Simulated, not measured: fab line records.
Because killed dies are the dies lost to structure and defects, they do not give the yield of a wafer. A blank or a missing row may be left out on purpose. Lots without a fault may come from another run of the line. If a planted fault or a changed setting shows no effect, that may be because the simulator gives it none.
Which tool did it? ; flow n5_finfet ; Sampling: 24 lots, 72 wafers, 2 of 1938 route steps

## WHAT THE GAUGES READ, wafer by wafer
N5_BEOL_M2_CD_MEAS_35: target cd 18 nm, target cd y 22.2 nm. Usual: cd_nm 17.9 nm, standard deviation 0.37.
lot;measured;on;cd_nm (nm);flag
L074;day 6 18:52;cd_sem-01;18.0 17.6 17.3;
L075;day 6 21:52;cd_sem-03;17.9 18.1 17.8;
L077;day 7 07:22;cd_sem-02;17.7 17.6 17.5;
L076;day 7 07:27;cd_sem-02;17.7 18.2 17.9;
L078;day 7 11:25;cd_sem-01;18.0 18.0 17.2;
L080;day 7 21:33;cd_sem-01;17.6 17.9 17.6;
L079;day 8 02:45;cd_sem-01;18.4 18.1 17.7;
L081;day 8 12:09;cd_sem-02;18.3 18.1 18.1;
L082;day 8 21:36;cd_sem-01;18.1 17.2 18.0;
L083;day 9 06:29;cd_sem-01;17.7 18.0 17.6;
L085;day 9 09:34;cd_sem-02;18.4 17.7 17.5;
L084;day 9 09:53;cd_sem-03;18.2 18.4 17.8;
L086;day 9 15:43;cd_sem-02;18.8 17.9 18.5;
L087;day 10 00:40;cd_sem-01;18.2 17.5 18.0;
L089;day 10 06:23;cd_sem-03;17.3 17.3 18.0;
L088;day 10 06:26;cd_sem-03;18.3 18.3 17.7;
L090;day 10 18:11;cd_sem-03;17.8 17.8 17.5;
L091;day 10 23:37;cd_sem-02;17.3 17.5 17.6;
L092;day 11 14:37;cd_sem-01;17.4 17.4 17.4;
L093;day 11 16:55;cd_sem-02;17.6 18.4 18.2;
L094;day 11 17:11;cd_sem-02;17.7 17.6 18.1;
L096;day 12 05:25;cd_sem-01;17.3 17.9 17.9;
L095;day 12 05:36;cd_sem-01;18.0 18.3 17.8;
L097;day 12 11:55;cd_sem-02;18.5 17.8 17.8;

## TOOL THAT RAN EACH LOT (tool first, then ch and the chambers of the sampled wafers, then the start)
lot;N5_BEOL_M2_STRIP_97
L074;rie_diel-05 ch 1,2, day 6 18:52 or earlier
L075;rie_diel-05 ch 1,2, day 6 21:52 or earlier
L077;rie_diel-01 ch 1,3, day 7 07:22 or earlier
L076;rie_diel-04 ch 0,1,3, day 7 07:27 or earlier
L078;rie_diel-04 ch 0,2,3, day 7 11:25 or earlier
L080;rie_diel-04 ch 1,2,3, day 7 21:33 or earlier
L079;rie_diel-04 ch 0,3, day 8 02:45 or earlier
L081;rie_diel-05 ch 0,2,3, day 8 12:09 or earlier
L082;rie_diel-01 ch 0,2,3, day 8 21:36 or earlier
L083;rie_diel-04 ch 1,3, day 9 06:29 or earlier
L085;rie_diel-05 ch 0,2,3, day 9 09:34 or earlier
L084;rie_diel-04 ch 1,2, day 9 09:53 or earlier
L086;rie_diel-04 ch 1,2,3, day 9 15:43 or earlier
L087;rie_diel-01 ch 0,1,3, day 10 00:40 or earlier
L089;rie_diel-04 ch 1,2,3, day 10 06:23 or earlier
L088;rie_diel-05 ch 0,2,3, day 10 06:26 or earlier
L090;rie_diel-01 ch 2,3, day 10 18:11 or earlier
L091;rie_diel-04 ch 2,3, day 10 23:37 or earlier
L092;rie_diel-05 ch 0,2, day 11 14:37 or earlier
L093;rie_diel-05 ch 2,3, day 11 16:55 or earlier
L094;rie_diel-04 ch 1,3, day 11 17:11 or earlier
L096;rie_diel-04 ch 0,1, day 12 05:25 or earlier
L095;rie_diel-05 ch 2,3, day 12 05:36 or earlier
L097;rie_diel-01 ch 0,1, day 12 11:55 or earlier
- N5_BEOL_M2_STRIP_97: strips in N2/H2, time 10 s.

## AS READ BY THE TOOLS THEMSELVES (means over the sampled wafers that have a number; for cases with no such wafer, the mark the record gives instead)
N5_BEOL_M2_STRIP_97. Usual: drypump_motor_current_A 5.3 A, standard deviation 0.48; oes_product_au 0.78 a.u., standard deviation 0.1; rf_vpp_V 59.1 V, standard deviation 0.87; showerhead_plenum_p_Torr 2.52 Torr, standard deviation 0.086; throttle_valve_pct 23.6 %, standard deviation 0.31.
lot;tool;drypump_motor_current_A (A);oes_product_au (a.u.);rf_vpp_V (V);showerhead_plenum_p_Torr (Torr);throttle_valve_pct (%);flag
L074;rie_diel-05;5.6;0.82;59.4;2.53;23.3;
L075;rie_diel-05;6.0;0.78;58.6;2.50;23.6;
L077;rie_diel-01;4.8;0.69;58.7;2.55;23.5;
L076;rie_diel-04;5.2;0.69;58.5;2.50;23.9;
L078;rie_diel-04;5.2;0.70;58.5;2.52;23.9;
L080;rie_diel-04;5.2;0.69;58.9;2.48;23.8;
L079;rie_diel-04;5.3;0.68;59.3;2.54;24.1;
L081;rie_diel-05;5.3;0.83;59.4;2.49;23.3;
L082;rie_diel-01;5.4;0.76;59.2;2.49;23.5;
L083;rie_diel-04;5.0;0.77;59.9;2.63;23.8;
L085;rie_diel-05;5.3;0.82;59.6;2.49;23.3;
L084;rie_diel-04;5.3;0.85;59.6;2.61;23.6;
L086;rie_diel-04;5.2;0.77;58.6;2.58;23.7;
L087;rie_diel-01;4.8;0.87;58.8;2.53;23.5;
L089;rie_diel-04;5.2;0.77;59.2;2.58;23.8;
L088;rie_diel-05;5.3;0.81;59.6;2.49;23.3;
L090;rie_diel-01;5.4;0.97;59.0;2.50;23.4;
L091;rie_diel-04;5.2;0.69;59.3;2.49;23.8;
L092;rie_diel-05;5.4;0.83;59.7;2.53;23.1;
L093;rie_diel-05;5.0;0.75;58.9;2.46;23.4;
L094;rie_diel-04;5.2;0.83;60.2;2.66;23.8;
L096;rie_diel-04;5.4;0.91;59.0;2.62;23.8;
L095;rie_diel-05;5.0;0.73;58.6;2.46;23.4;
L097;rie_diel-01;4.8;0.76;59.0;2.55;23.7;

## THE ANSWER, worked out from the rows above alone
Rule: a lot counts as off when the mean over its wafers that have a number is more than 3 standard deviations away from the usual mean. Also off: a lot with no number at a reading for which 4 or more lots have one. Where the step has rows for the other lots, those lots are counted as sound. First the gauges in route order, then the tools' own readings, where a lot's mean is used as printed above. At the first step where some lot is off, the reading lying furthest off is the one used; lots without a number count as furthest.
Across all readings shown, no lot is off: no conclusion can be drawn from this.

## WHAT THE SIMULATOR HAD PUT IN
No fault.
